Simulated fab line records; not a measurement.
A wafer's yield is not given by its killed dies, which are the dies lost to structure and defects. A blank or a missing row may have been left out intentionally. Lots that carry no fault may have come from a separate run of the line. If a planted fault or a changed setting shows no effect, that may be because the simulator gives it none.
One fault seen from 3 desks ; flow n5 finfet ; only its own numbers are on each desk; what lay behind them is given at the end

== THE DEFECT DESK ==
Lot by lot, what the route's inspections counted, given as the mean of those sampled wafers with a number. A lot is out of limits, marked OUT, if its mean lies more than 4 standard deviations from the usual mean; the brackets give that distance.
Columns: A = raw defect count at N5_BEOL_M7_INSPECT_30, usual 453
lot;first seen here;A
L902;day 12 01:58;296
L905;day 12 08:20;499
L907;day 13 08:47;638
L912;day 14 01:38;523
L918;day 16 07:02;357
This desk's finding: nothing out of limits on any of the 5 lots.

== METROLOGY DESK ==
What the gauges read, lot by lot, whatever tool the lot ran on: means of the sampled wafers that have a number. A lot is out of limits, marked OUT, if its mean lies more than 4 standard deviations from the usual mean; the brackets give that distance.
Columns: A = cd nm at N5_BEOL_M7_CD_MEAS_28, usual 40.00 nm; B = V6_OVL at N5_BEOL_M7_OVL_MEAS_29, usual 0.0 nm
lot;first seen here;A;B
L902;day 12 01:53;40.00;-0.4
L905;day 12 08:14;39.78;0.0
L907;day 13 08:41;40.13;-0.1
L912;day 14 01:33;39.77;-0.7
L918;day 16 06:57;40.10;-0.6
This desk's finding: nothing out of limits on any of the 5 lots.

== DESK OF THE TOOL OWNER: rie diel-02 ==
The tool's own readings at N5_BEOL_M7_VIA_ETCH_34 (etches SiCOH lowk in C4F6/O2, target depth 125.5 nm, time 50.5 s): means of the sampled wafers that have a number, for each lot that ran on this tool. A lot is out of limits, marked OUT, if its mean lies more than 4 standard deviations from the usual mean; the brackets give that distance. Readings shown: 7 out of 8 (the first out of limits, and those lying furthest out on some lot).
Columns: A = bias w at N5_BEOL_M7_VIA_ETCH_34, usual 185.0 W; B = drypump motor current A at N5_BEOL_M7_VIA_ETCH_34, usual 5.84 A; C = oes_ar_750_au at N5_BEOL_M7_VIA_ETCH_34, usual 0.77 a.u.; D = oes product au at N5_BEOL_M7_VIA_ETCH_34, usual 0.77 a.u.; E = rf fwd power W at N5_BEOL_M7_VIA_ETCH_34, usual 342.0 W; F = rf vpp V at N5_BEOL_M7_VIA_ETCH_34, usual 664 V; G = throttle valve pct at N5_BEOL_M7_VIA_ETCH_34, usual 20.97 %
lot;first seen here;A;B;C;D;E;F;G
L905;day 12 08:33;184.8;5.88;0.70;0.70;341.7;670;21.04
L907;day 13 09:19;185.0;5.88;0.73;0.71;369.7 (+17) OUT;647;21.06
This desk finds L907 out of limits, L907 being first, at day 13 09:19 (rf fwd power W at N5_BEOL_M7_VIA_ETCH_34). Within limits: L905.

== PUT TOGETHER ==
The tool owner's desk could have raised an alarm at day 13 09:19, on L907.
Nothing the defect desk looked at was out of limits.
At the metrology desk, nothing out of limits was observed.
The defect desk has L907 on record, within its limits.
The metrology desk holds a record of L907, inside its limits.
Every lot named ran N5_BEOL_M7_VIA_ETCH_34 on rie diel-02.

== WHAT HAD BEEN PUT IN BY THE SIMULATOR ==
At N5_BEOL_M7_VIA_ETCH_34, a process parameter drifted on rie diel-02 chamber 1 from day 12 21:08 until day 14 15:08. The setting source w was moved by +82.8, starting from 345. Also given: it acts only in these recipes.
Struck lots among those shown: L907.
Time in hours from fault onset to the first out-of-limits reading at each desk: the tool owner's desk, 12.
